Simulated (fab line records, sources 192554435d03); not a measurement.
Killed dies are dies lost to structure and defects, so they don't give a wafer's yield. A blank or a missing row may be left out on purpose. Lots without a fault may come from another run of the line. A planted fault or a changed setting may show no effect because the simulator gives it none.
Which tool did it? | flow n5_finfet | 10 lots, 30 wafers sampled, at 5 steps of a route of 1938

WHAT THE GAUGES READ, wafer by wafer
N5_BEOL_M3_OVL_MEAS_12. Usual: M3_OVL -0.3 nm, standard deviation 0.59.
lot  | measured     | on         | M3_OVL (nm)    | flag
L216 | day 7 15:53  | overlay-01 | -0.6 0.4 -0.1  |
L217 | day 7 18:17  | overlay-02 | -0.1 -1.3 -0.4 |
L219 | day 8 01:14  | overlay-02 | -0.7 -1.2 -0.6 |
L224 | day 10 04:49 | overlay-02 | -0.9 -0.6 -1.1 |
L218 | day 12 09:13 | overlay-01 | -0.1 0.7 0.1   |
L234 | day 12 18:37 | overlay-01 | -0.5 -0.4 -1.2 |
L235 | day 13 00:06 | overlay-02 | 0.2 -0.6 -0.9  |
L237 | day 13 01:35 | overlay-01 | 0.0 -1.1 -0.9  |
L238 | day 13 04:43 | overlay-02 | -1.0 -0.5 -0.8 |
L239 | day 13 11:35 | overlay-02 | -0.3 -0.1 -1.0 |

N5_BEOL_M3_CD_MEAS_18: pitch 36 nm, target cd 18 nm. Usual: cd_nm 18.0 nm, standard deviation 0.38.
lot  | measured     | on        | cd_nm (nm)     | flag
L216 | day 7 16:36  | cd_sem-03 | 18.1 18.9 18.0 |
L217 | day 7 19:56  | cd_sem-03 | 18.6 17.9 17.4 |
L219 | day 8 01:44  | cd_sem-01 | 18.3 18.2 18.0 |
L224 | day 10 05:26 | cd_sem-01 | 17.8 19.1 18.1 |
L218 | day 12 10:12 | cd_sem-01 | 17.9 17.9 18.0 |
L234 | day 12 19:32 | cd_sem-02 | 18.4 18.5 18.2 |
L235 | day 13 00:38 | cd_sem-02 | 18.0 17.3 17.3 |
L237 | day 13 02:07 | cd_sem-01 | 18.1 17.9 18.0 |
L238 | day 13 05:22 | cd_sem-02 | 17.8 18.5 17.8 |
L239 | day 13 12:13 | cd_sem-01 | 18.0 17.7 17.4 |

N5_BEOL_M4_RC_MEAS_101. Usual: DIBL_N 36.0 mV/V, standard deviation 1.7; DIBL_P 36.2 mV/V, standard deviation 1.9; IOFF_N 0.154 nA/um, standard deviation 0.028; IOFF_P 0.21 nA/um, standard deviation 0.036; ION_N 675 uA/um, standard deviation 11; ION_P 463 uA/um, standard deviation 8.3; SS_N 71.4 mV/dec, standard deviation 0.63; SS_P 73.2 mV/dec, standard deviation 0.55; VT_N 250.2 mV, standard deviation 3; VT_P -251 mV, standard deviation 3.7.
lot  | measured     | on        | DIBL_N (mV/V)  | DIBL_P (mV/V)  | IOFF_N (nA/um)    | IOFF_P (nA/um) | ION_N (uA/um) | ION_P (uA/um) | SS_N (mV/dec)  | SS_P (mV/dec)  | VT_N (mV)         | VT_P (mV)      | flag
L216 | day 9 00:48  | prober-02 | 37.5 34.2 36.4 | 37.4 33.4 35.8 | 0.178 0.133 0.157 | 0.29 0.23 0.26 | 673 672 666   | 469 475 468   | 71.7 70.0 71.2 | 73.6 73.3 73.5 | 248.0 251.1 253.0 | -242 -245 -243 |
L217 | day 9 05:26  | prober-01 | 35.0 38.3 39.0 | 33.2 38.5 38.7 | 0.116 0.186 0.196 | 0.17 0.26 0.26 | 670 688 700   | 455 474 477   | 71.2 72.9 72.4 | 73.0 73.9 73.9 | 252.2 245.6 245.2 | -252 -247 -246 |
L219 | day 11 04:26 | prober-02 | 32.7 35.9 36.7 | 32.2 34.8 36.0 | 0.103 0.140 0.152 | 0.16 0.19 0.20 | 668 672 678   | 463 457 458   | 70.7 70.7 70.6 | 72.2 73.0 73.6 | 255.7 251.5 250.0 | -256 -255 -251 |
L224 | day 12 12:19 | prober-01 | 32.5 35.8 33.1 | 32.9 37.7 34.8 | 0.102 0.158 0.113 | 0.15 0.21 0.17 | 657 673 662   | 452 465 463   | 70.8 71.1 70.6 | 71.7 73.0 72.3 | 255.7 249.3 252.1 | -254 -248 -254 |
L218 | day 13 19:13 | prober-01 | 34.5 36.8 37.0 | 35.1 38.3 39.3 | 0.143 0.181 0.202 | 0.19 0.23 0.26 | 664 683 688   | 458 470 469   | 71.8 71.7 72.3 | 73.2 74.0 73.5 | 250.0 249.0 244.7 | -254 -251 -247 |
L234 | day 15 03:25 | prober-02 | 37.2 39.3 36.8 | 37.0 38.5 36.7 | 0.177 0.221 0.175 | 0.23 0.26 0.24 | 681 682 687   | 468 466 474   | 71.8 72.9 70.9 | 73.7 73.6 74.0 | 250.5 246.6 247.1 | -249 -246 -248 |
L235 | day 15 04:00 | prober-01 | 35.2 33.8 36.6 | 32.4 32.5 35.7 | 0.128 0.107 0.150 | 0.17 0.17 0.22 | 662 669 673   | 459 462 466   | 70.8 70.2 71.1 | 72.1 72.8 72.9 | 256.1 258.0 251.3 | -253 -255 -248 |
L237 | day 15 06:41 | prober-02 | 37.4 37.1 34.3 | 39.0 37.7 34.6 | 0.203 0.182 0.134 | 0.29 0.27 0.21 | 690 676 668   | 476 471 466   | 71.6 71.2 70.7 | 74.1 73.0 72.8 | 243.0 246.8 252.2 | -243 -244 -243 |
L238 | day 15 08:19 | prober-01 | 36.7 37.2 36.0 | 35.6 37.2 34.8 | 0.158 0.174 0.164 | 0.24 0.26 0.23 | 666 677 686   | 465 471 477   | 71.5 71.2 71.5 | 73.4 73.7 73.0 | 252.7 247.7 248.4 | -247 -243 -247 |
L239 | day 15 11:02 | prober-02 | 36.1 35.9 37.9 | 36.9 34.8 39.6 | 0.145 0.148 0.192 | 0.21 0.19 0.25 | 660 662 697   | 455 456 471   | 71.4 71.4 72.3 | 73.0 72.7 73.9 | 253.2 252.0 247.7 | -253 -252 -249 |

WHICH TOOL RAN EACH LOT (tool, then ch and the chambers of the sampled wafers, then the start)
lot  | N5_BEOL_M3_PECVD_72            | N5_BEOL_M3_ETCH_64
L216 | pecvd-01 ch 0,2, day 7 15:01   | rie_diel-02 ch 2,3, day 7 16:15
L217 | pecvd-01 ch 0,1, day 7 15:49   | rie_diel-02 ch 2,3, day 7 19:24
L219 | pecvd-01 ch 0,1,2, day 7 22:46 | rie_diel-02 ch 1,2,3, day 8 01:26
L224 | pecvd-04 ch 1,2, day 10 01:54  | rie_diel-02 ch 1,2,3, day 10 05:00
L218 | pecvd-01 ch 0,2, day 12 08:25  | rie_diel-06 ch 1,3, day 12 09:40
L234 | pecvd-01 ch 0,2, day 12 17:54  | rie_diel-06 ch 1,2,3, day 12 19:03
L235 | pecvd-04 ch 0,1, day 12 21:08  | rie_diel-06 ch 0,2,3, day 13 00:16
L237 | pecvd-01 ch 0,2, day 13 00:52  | rie_diel-06 ch 0,1,2, day 13 01:46
L238 | pecvd-02 ch 0,1, day 13 04:06  | rie_diel-06 ch 0,1, day 13 04:55
L239 | pecvd-02 ch 1,2, day 13 09:44  | rie_diel-06 ch 1,2,3, day 13 11:46
- N5_BEOL_M3_PECVD_72: deposits SiO2 from TEOS/O2, target thk 16 nm, time 18 s.
- N5_BEOL_M3_ETCH_64: etches SOC in N2/H2, target depth 75 nm, overetch 15 nm, time 112.5 s.

WHAT THE TOOLS THEMSELVES READ (means of the sampled wafers that have a number; where no wafer has one, the mark that the record gives instead)
N5_BEOL_M3_PECVD_72. Usual: heater_power_w 753 W, standard deviation 90; showerhead_plenum_p_Torr 8.79 Torr, standard deviation 0.068; throttle_valve_pct 22.2 %, standard deviation 1.4.
lot  | tool     | heater_power_w (W) | showerhead_plenum_p_Torr (Torr) | throttle_valve_pct (%) | flag
L216 | pecvd-01 | 766                | 8.75                            | 21.9                   |
L217 | pecvd-01 | 750                | 8.75                            | 21.3                   |
L219 | pecvd-01 | 763                | 8.75                            | 21.5                   |
L224 | pecvd-04 | 862                | 8.88                            | 24.4                   |
L218 | pecvd-01 | 703                | 8.76                            | 22.0                   |
L234 | pecvd-01 | 657                | 8.76                            | 22.1                   |
L235 | pecvd-04 | 869                | 8.82                            | 24.4                   |
L237 | pecvd-01 | 713                | 8.75                            | 22.3                   |
L238 | pecvd-02 | 754                | 8.72                            | 22.9                   |
L239 | pecvd-02 | 723                | 8.88                            | 22.8                   |

N5_BEOL_M3_ETCH_64. Usual: bias_w 150.0 W, standard deviation 0.44; drypump_motor_current_A 5.5 A, standard deviation 0.34; oes_product_au 0.60 a.u., standard deviation 0.061; rf_vpp_V 522.6 V, standard deviation 2.4; showerhead_plenum_p_Torr 2.50 Torr, standard deviation 0.083; throttle_valve_pct 17.85 %, standard deviation 0.23.
lot  | tool        | bias_w (W) | drypump_motor_current_A (A) | oes_product_au (a.u.) | rf_vpp_V (V) | showerhead_plenum_p_Torr (Torr) | throttle_valve_pct (%) | flag
L216 | rie_diel-02 | 150.2      | 5.6                         | 0.57                  | 523.3        | 2.51                            | 17.88                  |
L217 | rie_diel-02 | 150.2      | 5.6                         | 0.57                  | 522.3        | 2.51                            | 17.88                  |
L219 | rie_diel-02 | 149.6      | 5.7                         | 0.57                  | 521.9        | 2.48                            | 17.84                  |
L224 | rie_diel-02 | 160.5      | 5.7                         | 0.56                  | 543.2        | 2.48                            | 17.86                  | OFF
L218 | rie_diel-06 | 150.1      | 5.6                         | 0.57                  | 520.6        | 2.41                            | 17.81                  |
L234 | rie_diel-06 | 150.3      | 5.4                         | 0.56                  | 522.1        | 2.48                            | 17.95                  |
L235 | rie_diel-06 | 150.0      | 5.1                         | 0.59                  | 522.3        | 2.51                            | 17.91                  |
L237 | rie_diel-06 | 150.0      | 5.3                         | 0.59                  | 522.3        | 2.50                            | 17.75                  |
L238 | rie_diel-06 | 149.9      | 5.4                         | 0.60                  | 520.8        | 2.42                            | 17.65                  |
L239 | rie_diel-06 | 150.3      | 5.4                         | 0.56                  | 521.9        | 2.48                            | 17.95                  |

THE ANSWER, worked out from the rows above alone
Rule: a lot is off if the mean of its wafers that have a number lies more than 3 standard deviations from the usual mean. A lot without any number at a reading at which 4 lots or more have one is off too. The other lots that the step has rows for count as sound. The gauges are gone through in route order, then the tools' own readings, and for those a lot's mean is taken as printed above. The first step at which some lot is off is used, and at that step the reading that is off furthest; a lot without a number counts as furthest.
Off: L224, at N5_BEOL_M3_ETCH_64 (bias_w).
A tool fits if, at that step or a process step before it, it ran every lot that is off, and no sound lot after the first of them. One fits: rie_diel-02 at N5_BEOL_M3_ETCH_64. Its last sound lot is L219 (day 8 01:26), its first lot that is off L224 (day 10 05:00): a fault that began between those two fits.
The tool's own readings at N5_BEOL_M3_ETCH_64 bear it out: on the lots that are off they differ by more than 5 times the standard deviation of the sound lots' means. bias_w reads 160.5 W there against 150.1 W on the sound lots; rf_vpp_V reads 543.2 V there against 521.9 V on the sound lots.

WHAT THE SIMULATOR HAD PUT IN
Process parameter drift: rie_diel-02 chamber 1, from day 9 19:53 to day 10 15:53, at N5_BEOL_M3_ETCH_64. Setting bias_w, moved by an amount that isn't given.
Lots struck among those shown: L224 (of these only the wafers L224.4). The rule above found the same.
